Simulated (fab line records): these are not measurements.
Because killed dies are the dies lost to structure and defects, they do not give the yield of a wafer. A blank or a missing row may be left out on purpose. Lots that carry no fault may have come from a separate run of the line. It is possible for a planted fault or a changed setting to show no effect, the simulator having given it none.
fab line records	flow nandHarc
record lots=11	wafers=33	lastDay=33
route steps=1302 shown P_ZERO_WELL@14 P_STI@89 END@1302
lots untouched by any fault: they come from a run of this same line in which no faults occurred
startH: hours from the record's first day to the start of the lot's first wafer shown	waitH: time in hours since the lot's previous step	" repeats the value in the row above	L1.1+2: one row covering several wafers at once	- value missing, or start not given	* or withheld: withheld	< > ~ a bound
route shown NAME@n: NAME is a module with steps in the file, n the number in the route of the first one	usual: the fault-free wafers' mean and standard deviation	same: alike in all rows	chamber/n: place in a boat	sites: readings site by site	_std_site: standard deviation of those values	_edge_site: mean of outer sites minus mean of inner sites	radiusMm: for every site, how far away it sits from the centre of the wafer	mask NAME#n: copy n	behind: the most recent tool/chamber to have shaped the wafer	hold: what put the lot on hold/how long, in hours/how the hold closed	device: which transistor (n, p or np) failed to switch	end of line: at the end of the route, the tests of the same wafers	step lacking rows: just its recipe	killed: the dies lost at the first sort to structure and to defects; this is not the yield of the wafer	map: shows each die of a wafer: x if killed, . if not, _ if none is there
set.NAME: the run value of the setting; set.NAME@STEP: its run value at that earlier step	model.NAME: the simulator's own value behind a step, which no gauge read
route steps across a sampled set of lots; one table per step, one row per wafer
services: when a tool's chamber went out of use (startH, in hours from the record's first day, below 0 if earlier), for how many hours, and the reason
## steps
# step NHARC_P_ZERO_WELL_CD_MEAS_11
# recipe targetCdNm=500	landingEnergyEv=500
# usual cdNm=500.5/1.9
lot.wafer	tool	chamber	startH	waitH	cdNm
L337.2	cdSem-01	0	21.24	-	497.8
L337.4	"	0	"	"	494.0
L337.5	"	0	"	"	498.0
L339.1	cdSem-02	0	41.14	-	499.6
L339.2	"	0	"	"	497.9
L339.6	"	0	"	"	496.8
L341.1	cdSem-02	0	61.12	-	501.6
L341.3	"	0	"	"	500.7
L341.5	"	0	"	"	499.0
L342.4	cdSem-02	0	71.24	-	499.4
L342.5	"	0	"	"	499.5
L342.6	"	0	"	"	501.2
L343.2	cdSem-02	0	81.24	-	500.5
L343.4	"	0	"	"	496.4
L343.5	"	0	"	"	499.3
L344.2	cdSem-01	0	91.58	-	502.9
L344.4	"	0	"	"	502.9
L344.5	"	0	"	"	504.2
L353.4	cdSem-01	0	181.12	-	498.4
L353.5	"	0	"	"	498.7
L353.6	"	0	"	"	499.1
L354.1	cdSem-02	0	191.12	-	499.8
L354.3	"	0	"	"	499.3
L354.5	"	0	"	"	499.7
L356.2	cdSem-02	0	211.25	-	501.4
L356.4	"	0	"	"	500.4
L356.5	"	0	"	"	499.1
L358.4	cdSem-02	0	231.27	-	499.3
L358.5	"	0	"	"	502.1
L358.6	"	0	"	"	500.8
L359.2	cdSem-02	0	241.25	-	499.1
L359.4	"	0	"	"	502.4
L359.5	"	0	"	"	499.5
# step NHARC_P_ZERO_WELL_EXPOSE_34
# recipe na=0.6	targetCdNm=720	doseMj=22.31	maskId=P_PWELL
# usual reticleTempC=22.99/0.11
lot.wafer	tool	chamber	startH	waitH	mask	reticleTempC
L337.2	krfScanner-03	0	23.84	-	P_PWELL#0	23.02
L337.4	"	0	"	"	P_PWELL#0	23.03
L337.5	"	0	"	"	P_PWELL#0	22.97
L339.1	krfScanner-03	0	44.08	-	P_PWELL#0	23.07
L339.2	"	0	"	"	P_PWELL#0	23.05
L339.6	"	0	"	"	P_PWELL#0	23.05
L341.1	krfScanner-04	0	63.84	-	P_PWELL#0	22.99
L341.3	"	0	"	"	P_PWELL#0	22.92
L341.5	"	0	"	"	P_PWELL#0	22.94
L342.4	krfScanner-03	0	74.08	-	P_PWELL#0	23.08
L342.5	"	0	"	"	P_PWELL#0	23.13
L342.6	"	0	"	"	P_PWELL#0	23.04
L343.2	krfScanner-03	0	84.00	-	P_PWELL#0	22.99
L343.4	"	0	"	"	P_PWELL#0	23.08
L343.5	"	0	"	"	P_PWELL#0	23.23
L344.2	krfScanner-03	0	94.38	-	P_PWELL_R1#0	23.19
L344.4	"	0	"	"	P_PWELL_R1#0	23.06
L344.5	"	0	"	"	P_PWELL_R1#0	22.96
L353.4	krfScanner-03	0	183.88	-	P_PWELL#0	22.99
L353.5	"	0	"	"	P_PWELL#0	22.99
L353.6	"	0	"	"	P_PWELL#0	22.89
L354.1	krfScanner-03	0	193.75	-	P_PWELL#0	22.93
L354.3	"	0	"	"	P_PWELL#0	23.04
L354.5	"	0	"	"	P_PWELL#0	23.06
L356.2	krfScanner-02	0	213.94	-	P_PWELL#0	22.94
L356.4	"	0	"	"	P_PWELL#0	22.87
L356.5	"	0	"	"	P_PWELL#0	23.08
L358.4	krfScanner-04	0	234.10	-	P_PWELL#0	22.89
L358.5	"	0	"	"	P_PWELL#0	23.14
L358.6	"	0	"	"	P_PWELL#0	22.99
L359.2	krfScanner-03	0	244.10	-	P_PWELL#0	22.93
L359.4	"	0	"	"	P_PWELL#0	22.89
L359.5	"	0	"	"	P_PWELL#0	22.98
# step NHARC_P_ZERO_WELL_CD_MEAS_37
# recipe targetCdNm=720	landingEnergyEv=500
# usual cdNm=720.1/2.5
lot.wafer	tool	chamber	startH	waitH	hold	cdNm
L337.2	cdSem-02	0	23.99	-	-	722.1
L337.4	"	0	"	"	-	721.3
L337.5	"	0	"	"	-	723.3
L339.1	cdSem-01	0	44.23	-	-	723.5
L339.2	"	0	"	"	-	723.7
L339.6	"	0	"	"	-	724.5
L341.1	cdSem-01	0	63.99	-	-	715.9
L341.3	"	0	"	"	-	715.3
L341.5	"	0	"	"	-	719.0
L342.4	cdSem-01	0	74.23	-	-	715.7
L342.5	"	0	"	"	-	721.5
L342.6	"	0	"	"	-	717.1
L343.2	cdSem-03	0	84.16	-	-	719.6
L343.4	"	0	"	"	-	721.3
L343.5	"	0	"	"	-	721.4
L344.2	cdSem-01	0	94.53	-	awaitDispo/0.2h/release	741.0
L344.4	"	0	"	"	awaitDispo/0.2h/release	739.5
L344.5	"	0	"	"	awaitDispo/0.2h/release	738.1
L344.2	cdSem-01	0	-	-	-	741.0
L344.4	"	0	"	"	-	740.0
L344.5	"	0	"	"	-	738.4
L353.4	cdSem-01	0	184.03	-	-	719.6
L353.5	"	0	"	"	-	719.3
L353.6	"	0	"	"	-	720.1
L354.1	cdSem-01	0	193.92	-	-	721.5
L354.3	"	0	"	"	-	723.6
L354.5	"	0	"	"	-	718.9
L356.2	cdSem-03	0	214.09	-	-	724.1
L356.4	"	0	"	"	-	722.8
L356.5	"	0	"	"	-	723.1
L358.4	cdSem-02	0	234.25	-	-	717.9
L358.5	"	0	"	"	-	719.0
L358.6	"	0	"	"	-	713.3
L359.2	cdSem-01	0	244.25	-	-	719.1
L359.4	"	0	"	"	-	719.7
L359.5	"	0	"	"	-	720.4
# step NHARC_P_STI_ETCH_31
# recipe targetDepthA=1089	timeS=54.5	cf4FlowSccm=100	chf3FlowSccm=30	arFlowSccm=0	rfW=500	biasW=200	chemistry=CF4/CHF3
# usual drypumpMotorCurrentA=5.5/0.39	mfcArSccm=0.005/0.01	oesProductAu=0.962/0.017	rfVppV=370.2/2.4	showerheadPlenumPTorr=1.56/0.07	throttleValvePct=16.803/0.0092
lot.wafer	tool	chamber	startH	waitH	drypumpMotorCurrentA	mfcArSccm	oesProductAu	rfHoursCounterH	rfVppV	showerheadPlenumPTorr	throttleValvePct
L337.2	rieDiel-12	2	-	-	5.8	0.019	0.982	5.7	373.2	1.63	16.825
L337.4	"	0	"	"	4.8	0	0.954	6.1	367.3	1.48	16.813
L337.5	"	3	"	"	6.1	0	0.975	-	373.1	1.68	16.801
L339.2	rieDiel-12	3	-	-	6.1	0	0.949	6.6	374.0	1.68	16.798
L339.1	"	0	"	"	4.8	0	0.964	6.8	367.2	1.48	16.816
L339.6	"	0	"	"	4.8	0	0.963	-	368.3	1.48	16.791
L341.1	rieDiel-13	3	-	-	5.6	0.034	0.978	7.3	370.5	1.56	16.788
L341.3	"	1	"	"	5.5	0	0.943	7.8	368.7	1.52	16.812
L341.5	"	0	"	"	5.9	0	0.970	-	373.1	1.62	16.789
L342.4	rieDiel-07	1	-	-	4.9	0	0.961	6.4	367.2	1.50	16.804
L342.6	"	1	"	"	4.9	0	0.956	-	367.9	1.50	16.802
L342.5	"	2	"	"	5.2	0	0.964	-	367.4	1.48	16.805
L343.2	rieDiel-13	0	-	-	6.0	0	0.984	9.3	371.7	1.62	16.807
L343.4	"	2	"	"	5.8	0.010	0.957	9.1	371.7	1.63	16.808
L343.5	"	0	"	"	6.0	0	0.980	-	372.8	1.62	16.808
L344.4	rieDiel-12	1	-	-	5.4	0	0.966	0.6	371.0	1.60	16.817
L344.2	"	3	"	"	6.1	0	0.976	0.8	374.5	1.68	16.790
L344.5	"	2	"	"	5.8	0.019	0.987	-	372.6	1.63	16.808
L353.4	rieDiel-12	2	-	-	5.8	0.019	0.960	4.3	373.3	1.63	16.818
L353.6	"	3	"	"	6.1	0	0.938	-	373.5	1.68	16.803
L353.5	"	0	"	"	4.8	0	0.953	-	366.7	1.48	16.795
L354.3	rieDiel-13	3	-	-	5.7	0.034	0.953	4.6	369.4	1.56	16.813
L354.1	"	2	"	"	5.8	0.010	0.969	5.2	372.4	1.63	16.802
L354.5	"	1	"	"	5.6	0	0.967	-	368.0	1.52	16.820
L356.2	rieDiel-12	0	-	-	4.8	0	0.957	6.9	368.0	1.48	16.784
L356.4	"	1	"	"	5.4	0	0.963	6.9	372.0	1.60	16.787
L356.5	"	1	"	"	5.4	0	0.969	-	371.7	1.60	16.813
L358.4	rieDiel-13	3	-	-	5.7	0.034	0.954	7.5	370.2	1.56	16.817
L358.5	"	0	"	"	6.0	0	0.979	-	371.4	1.62	16.791
L358.6	"	1	"	"	5.6	0	0.975	-	368.8	1.52	16.793
L359.2	rieDiel-07	0	-	-	5.3	0	0.966	9.1	368.4	1.47	16.807
L359.4	"	1	"	"	4.9	0	0.963	8.8	368.6	1.50	16.803
L359.5	"	2	"	"	5.3	0	0.970	-	368.2	1.48	16.793
# step NHARC_P_STI_ETCH_15
# recipe targetDepthA=3000	taperDeg=4	timeS=100.1	hbrFlowSccm=150	cl2FlowSccm=50	rfW=400	icpW=400	biasW=100	chemistry=HBr/Cl2
# usual drypumpMotorCurrentA=5.7/0.4	oesProductAu=0.999/0.01	throttleValvePct=26.406/0.0092
lot.wafer	tool	chamber	startH	waitH	drypumpMotorCurrentA	oesProductAu	rfHoursCounterH	throttleValvePct
L337.2	rieSi-02	1	44.41	-	5.4	0.993	0.5	26.407
L337.4	"	3	"	"	6.0	1.004	0.8	26.404
L337.5	"	1	"	"	5.4	1.005	-	26.400
L339.1	rieSi-02	1	64.91	-	5.4	1.002	0.7	26.416
L339.2	"	0	"	"	6.2	0.992	0.8	26.397
L339.6	"	2	"	"	5.5	0.993	-	26.419
L341.3	rieSi-06	1	85.46	-	5.1	0.989	0.0	26.406
L341.1	"	2	"	"	5.6	0.979	0.0	26.416
L341.5	"	0	"	"	5.2	1.005	-	26.415
L342.4	rieSi-06	3	95.18	-	6.2	1.001	0.1	26.413
L342.5	"	0	"	"	5.3	1.015	-	26.406
L342.6	"	1	"	"	5.0	1.006	-	26.417
L343.2	rieSi-06	0	104.26	-	5.2	1.008	0.3	26.409
L343.4	"	2	"	"	5.6	0.982	0.2	26.394
L343.5	"	0	"	"	5.2	1.008	-	26.401
L344.4	rieSi-03	0	120.69	-	5.9	1.019	0.1	26.412
L344.2	"	1	"	"	5.1	1.011	0.0	26.419
L344.5	"	2	"	"	5.9	0.994	-	26.399
L353.4	rieSi-06	2	203.50	-	5.6	0.981	0.9	26.404
L353.6	"	3	"	"	6.2	1.006	-	26.415
L353.5	"	0	"	"	5.2	1.008	-	26.410
L354.3	rieSi-06	2	213.11	-	5.6	0.975	1.0	26.403
L354.1	"	3	"	"	6.2	0.998	1.0	26.401
L354.5	"	3	"	"	6.2	0.997	-	26.395
L356.2	rieSi-02	3	234.05	-	6.0	1.001	0.6	26.400
L356.5	"	2	"	"	5.5	0.995	-	26.403
L356.4	"	3	"	"	6.0	0.997	-	26.403
L358.4	rieSi-02	2	253.15	-	5.5	0.995	0.9	26.426
L358.5	"	2	"	"	5.5	0.994	-	26.389
L358.6	"	3	"	"	6.0	1.006	-	26.412
L359.2	rieSi-02	1	263.98	-	5.4	0.990	0.8	26.400
L359.4	"	2	"	"	5.5	0.999	1.0	26.400
L359.5	"	1	"	"	5.4	0.991	-	26.386
# step NHARC_END_SORT_01
# recipe tempC=25
# usual killedAtArray=51/17	killedAtOther=1.0/1.2	killedAtPeriphery=3.4/2.5	killedDies=56/17	killedOpen=3.3/2.1	killedShort=2.6/1.6
# same grossDies=677
lot.wafer	tool	chamber	startH	waitH	killedAtArray	killedAtOther	killedAtPeriphery	killedDies	killedOpen	killedShort
L341.1	prober-02	0	598.77	2.5	48	1	2	51	5	3
L341.3	prober-02	0	600.39	3.1	35	0	9	44	2	1
L341.5	prober-02	0	602.02	3.8	34	1	4	39	3	3
L344.2	prober-02	0	630.26	2.8	68	0	5	73	2	1
L344.4	prober-02	0	631.90	3.5	61	1	2	64	6	3
L344.5	prober-02	0	632.73	3.8	54	0	4	58	4	3
L353.4	prober-01	0	723.39	3.4	26	1	2	29	1	3
L353.5	prober-01	0	724.19	3.7	39	0	3	42	5	5
L353.6	prober-01	0	724.99	4.0	34	0	1	35	1	3
# killed by level:class
L341.1 A_CHANNEL_HOLE_D1:chamberFilmFlake=13 A_CHANNEL_HOLE_D2:chamberFilmFlake=9 A_CONTACT:chamberFilmFlake=9 A_STAIRCASE:chamberFilmFlake=7 A_BLC:geometricParticle:open=2 P_M0:geometricParticle:open=1 A_DECK1_JOINT:geometricParticle:short=1 A_DECK1_JOINT:geometricParticle:open=1
L341.3 A_CHANNEL_HOLE_D2:chamberFilmFlake=12 A_CHANNEL_HOLE_D1:chamberFilmFlake=9 A_CONTACT:chamberFilmFlake=6 P_STI:chamberFilmFlake=4 P_ZERO_WELL:chamberFilmFlake=2 A_DECK1_JOINT:chamberFilmFlake=2 P_M1:geometricParticle:open=1 P_M2:geometricParticle:open=1
L341.5 A_CHANNEL_HOLE_D1:chamberFilmFlake=12 A_CHANNEL_HOLE_D2:chamberFilmFlake=7 A_CONTACT:chamberFilmFlake=6 A_STAIRCASE:chamberFilmFlake=3 P_CONTACT:chamberFilmFlake=2 P_M1:geometricParticle:open=1 A_CHANNEL_HOLE_D2:geometricParticle:open=1 A_CHANNEL_FILL_D2:geometricParticle:short=1
L344.2 A_SLIT:chamberFilmFlake=34 A_CHANNEL_HOLE_D1:chamberFilmFlake=13 A_CHANNEL_HOLE_D2:chamberFilmFlake=10 A_CONTACT:chamberFilmFlake=5 P_STI:chamberFilmFlake=4 A_ZERO_WELL:chamberFilmFlake=2 A_CHANNEL_FILL_D1:geometricParticle:short=1 A_M1:geometricParticle:open=1
L344.4 A_SLIT:chamberFilmFlake=26 A_CHANNEL_HOLE_D1:chamberFilmFlake=10 A_CHANNEL_HOLE_D2:chamberFilmFlake=9 A_CONTACT:chamberFilmFlake=5 A_CHANNEL_FILL_D2:geometricParticle:open=3 A_STAIRCASE:chamberFilmFlake=2 P_M1:geometricParticle:open=1 A_CHANNEL_FILL_D1:geometricParticle:short=1
L344.5 A_SLIT:chamberFilmFlake=21 A_CHANNEL_HOLE_D1:chamberFilmFlake=12 A_CHANNEL_HOLE_D2:chamberFilmFlake=9 A_CONTACT:chamberFilmFlake=5 P_CONTACT:geometricParticle:open=1 P_M0:geometricParticle:short=1 A_ONON_D1:geometricParticle:short=1 A_CHANNEL_FILL_D2:geometricParticle:open=1
L353.4 A_CHANNEL_HOLE_D1:chamberFilmFlake=14 A_SLIT:chamberFilmFlake=5 A_CONTACT:chamberFilmFlake=2 P_M0:geometricParticle:short=1 A_SOURCE_PLATE:geometricParticle:short=1 A_SOURCE_PLATE:geometricParticle:open=1 A_CHANNEL_HOLE_D2:geometricParticle:short=1 P_ZERO_WELL:chamberFilmFlake=1
L353.5 A_CHANNEL_HOLE_D1:chamberFilmFlake=20 A_SLIT:chamberFilmFlake=5 A_STAIRCASE:chamberFilmFlake=4 A_ONON_D2:geometricParticle:short=2 A_CHANNEL_FILL_D2:geometricParticle:short=2 A_CONTACT:chamberFilmFlake=2 P_CONTACT:geometricParticle:open=1 P_M0:geometricParticle:open=1
L353.6 A_CHANNEL_HOLE_D1:chamberFilmFlake=15 A_SLIT:chamberFilmFlake=8 A_CONTACT:chamberFilmFlake=3 A_WL_FILL:geometricParticle:short=2 A_WL_FILL:chamberFilmFlake=2 A_WL_FILL:geometricParticle:open=1 A_M0:geometricParticle:short=1 P_GATE:chamberFilmFlake=1
## services
tool	chamber	startH	hours	kind
rieSi-06	0	-0.08	36.4	repair
krfScanner-04	-	10.00	4.0	pm
rieDiel-12	-	30.97	2.5	repair
krfScanner-04	-	33.09	1.3	repair
rieSi-02	3	47.15	2.9	repair
krfScanner-03	-	52.00	4.0	pm
rieSi-02	3	70.42	2.1	repair
rieSi-06	-	72.31	9.0	pm
rieDiel-12	-	80.90	0.8	repair
rieSi-06	-	84.31	0.9	repair
rieDiel-12	-	91.40	9.0	pm
rieSi-02	-	100.00	9.0	pm
rieSi-06	1	112.60	2.7	repair
rieDiel-07	-	117.27	9.0	pm
krfScanner-03	-	118.23	0.6	repair
rieDiel-13	-	152.17	0.8	repair
rieDiel-13	-	165.00	9.0	pm
rieDiel-13	0	204.94	32.9	repair
rieSi-06	2	216.35	7.1	repair
rieDiel-12	0	220.88	4.6	repair
krfScanner-03	-	224.00	4.0	pm
rieSi-02	1	229.73	5.9	repair
rieSi-06	-	249.31	9.0	pm
krfScanner-03	-	259.65	0.7	repair
## key
firstSign step=NHARC_P_ZERO_WELL_EXPOSE_34	reading=mask	direction=changed
effect step=NHARC_P_ZERO_WELL_CD_MEAS_37	reading=visit	direction=added
effect step=NHARC_P_ZERO_WELL_CD_MEAS_37	reading=cdNm	direction=up	sigmas=7.7	usual=720.1	struck=739.5
metAt NHARC_P_ZERO_WELL_EXPOSE_34
struckLots L344
testerLeftOut L344
notActingAt NHARC_P_ZERO_WELL_CD_MEAS_11,NHARC_P_STI_ETCH_31,NHARC_P_STI_ETCH_15
onsetBetween 84.00 94.38
fault kind=wrongMask	tool=any	chamber=-	onsetH=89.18	steps=NHARC_P_ZERO_WELL_EXPOSE_34	auxCopy=P_PWELL_R1#0	cdOffsetNm=19.761	scope=struckLotsOnly
# testerLeftOut: of these lots the tester's yield and bins aren't shown, on N5 and GAA mostly nor the transistor test; their killed dies are dies lost to structure and defects alone, not to doping, threshold or leakage, so they don't give the yield
